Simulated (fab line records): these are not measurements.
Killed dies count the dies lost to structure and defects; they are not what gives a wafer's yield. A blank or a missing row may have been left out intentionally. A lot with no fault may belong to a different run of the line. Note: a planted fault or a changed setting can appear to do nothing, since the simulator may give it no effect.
Which of the tools did it?    flow n5_finfet    12 lots, 36 wafers sampled, at 4 steps of a route of 1938

== WHAT EACH GAUGE READ, for each wafer ==
N5_BEOL_M5_CD_MEAS_28: target cd 30.6 nm, target cd y 20 nm.
lot   measured      on         cd_nm (nm)
L075  day 11 08:25  cd_sem-02  30.70 30.44 30.73
L077  day 11 18:14  cd_sem-01  30.43 30.63 30.87
L080  day 12 06:42  cd_sem-01  30.33 30.16 30.44
L082  day 12 15:49  cd_sem-01  30.24 30.41 30.72
L084  day 12 22:04  cd_sem-02  31.05 30.77 30.51
L086  day 13 11:50  cd_sem-01  30.13 30.25 30.69
L088  day 14 04:26  cd_sem-03  30.45 30.54 30.67
L087  day 14 10:27  cd_sem-01  30.46 30.63 30.88
L091  day 14 16:39  cd_sem-02  30.53 30.39 30.28
L079  day 15 17:18  cd_sem-01  31.13 30.68 30.86
L096  day 16 02:14  cd_sem-03  30.96 30.44 31.07
L094  day 16 13:14  cd_sem-03  30.60 30.95 30.23

== WHAT TOOL EACH LOT RAN ON (gives the tool, then ch and the chambers of the sampled wafers, and finally the start) ==
lot   N5_BEOL_M4_ANNEAL_87          N5_BEOL_M4_ANNEAL_51              N5_BEOL_M5_PECVD_70
L075  pvd_sputter-01, day 11 01:53  rtp_anneal-01 ch 0, day 11 03:26  pecvd-04 ch 0,1,2, day 11 06:05
L077  pvd_sputter-02, day 11 10:23  rtp_anneal-02 ch 0, day 11 11:36  pecvd-02 ch 0,1, day 11 14:34
L080  pvd_sputter-01, day 11 23:41  rtp_anneal-01 ch 0, day 12 00:55  pecvd-03 ch 0,1, day 12 04:51
L082  pvd_sputter-03, day 12 08:59  rtp_anneal-02 ch 0, day 12 10:41  pecvd-03 ch 1,2, day 12 13:04
L084  pvd_sputter-02, day 12 14:48  rtp_anneal-01 ch 0, day 12 16:06  pecvd-03 ch 0,1,2, day 12 18:31
L086  pvd_sputter-03, day 13 05:37  rtp_anneal-02 ch 0, day 13 06:52  pecvd-02 ch 0,2, day 13 09:19
L088  pvd_sputter-03, day 13 19:49  rtp_anneal-01 ch 0, day 13 21:16  pecvd-02 ch 0,1, day 13 23:44
L087  pvd_sputter-01, day 14 00:40  rtp_anneal-01 ch 0, day 14 02:04  pecvd-04 ch 0,1, day 14 04:29
L091  pvd_sputter-02, day 14 08:05  rtp_anneal-01 ch 0, day 14 09:18  pecvd-03 ch 0,1, day 14 11:47
L079  pvd_sputter-02, day 15 09:10  rtp_anneal-02 ch 0, day 15 10:23  pecvd-04 ch 1,2, day 15 12:52
L096  pvd_sputter-01, day 15 20:18  rtp_anneal-01 ch 0, day 15 21:35  pecvd-03 ch 0,1,2, day 16 00:04
L094  pvd_sputter-02, day 16 07:19  rtp_anneal-02 ch 0, day 16 08:32  pecvd-02 ch 0,1,2, day 16 11:31
- N5_BEOL_M4_ANNEAL_87: time 240 s.
- N5_BEOL_M4_ANNEAL_51: time 90 s.
- N5_BEOL_M5_PECVD_70: deposits SiO2 from TEOS/O2, target thk 16 nm, time 18 s.

== THE ANSWER, worked out from the rows above alone ==
Rule: what is usual is taken from the lots themselves. The widest of any qualifying gaps counts: lots, ordered by their means at a reading, are off when they make up no more than a third of the lots, leave a main group of 4 or more, and stand apart from it by 3 or more times the standard deviation of that group's means. The tables above print the reading to a certain number of digits; a main group whose means all agree to those digits is not used. Also off: a lot with no number at a reading for which 4 or more lots have one. Any other lot the step has rows for is counted as sound.
Across all readings shown, no lot is off: no conclusion can be drawn from this.

== WHAT THE SIMULATOR PUT IN ==
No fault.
